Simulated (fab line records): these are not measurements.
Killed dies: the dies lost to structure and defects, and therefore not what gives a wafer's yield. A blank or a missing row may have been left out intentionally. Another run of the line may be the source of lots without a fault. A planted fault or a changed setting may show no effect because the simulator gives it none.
Chamber matching | flow n5 finfet | 4 sister chambers for N5_BEOL_M0_SAQP_MANDREL_ETCH_20 on rie si-04
The step etches a-Si in HBr/Cl2, stops on SiNx, target depth 60 nm, bt time 10 s, time 30 s. 8 wafers are shown with their chamber, then 8 later ones without.

EACH WAFER AND ITS CHAMBER
wafer  | chamber | drypump motor current A (A) | throttle valve pct (%)
L080.2 | 1       | 6.52                        | 35.5
L087.2 | 3       | 5.94                        | 36.0
L087.4 | 2       | 5.20                        | 35.2
L087.5 | 0       | 5.81                        | 36.1
L088.2 | 0       | 5.79                        | 36.0
L088.3 | 1       | 6.51                        | 35.5
L088.5 | 3       | 5.93                        | 36.0
L089.3 | 2       | 5.22                        | 35.2

WAFERS MISSING THEIR CHAMBER
wafer  | drypump motor current A (A) | throttle valve pct (%)
L089.4 | 5.93                        | 36.0
L089.5 | 5.84                        | 36.0
L095.2 | 5.24                        | 35.2
L095.3 | 5.95                        | 36.0
L095.6 | 5.23                        | 35.2
L096.4 | 6.53                        | 35.5
L096.5 | 5.22                        | 35.2
L096.6 | 5.95                        | 36.0

CHAMBER TAKEN BY EACH
wafer  | from the rows above | in truth
L089.4 | 3                   | 3
L089.5 | 0                   | 0
L095.2 | 2                   | 2
L095.3 | 3                   | 3
L095.6 | 2                   | 2
L096.4 | 1                   | 1
L096.5 | 2                   | 2
L096.6 | 3                   | 3
Correctly placed: 8 of 8. From these rows, 0 cannot be placed. Number placed wrongly: 0.
How it was worked out, from the rows above alone: a wafer's distance from a chamber is the root of the sum, over the readings, of the square of ((its reading less the chamber's mean) divided by the reading's scatter). The wafer belongs to the nearest chamber; if the next one is less than 2 further off, it can't be placed. A chamber's mean is the mean of its shown wafers. The scatter: the root of (the sum of the squares of (reading less its chamber's mean) over the shown wafers, divided by (wafers less chambers)).
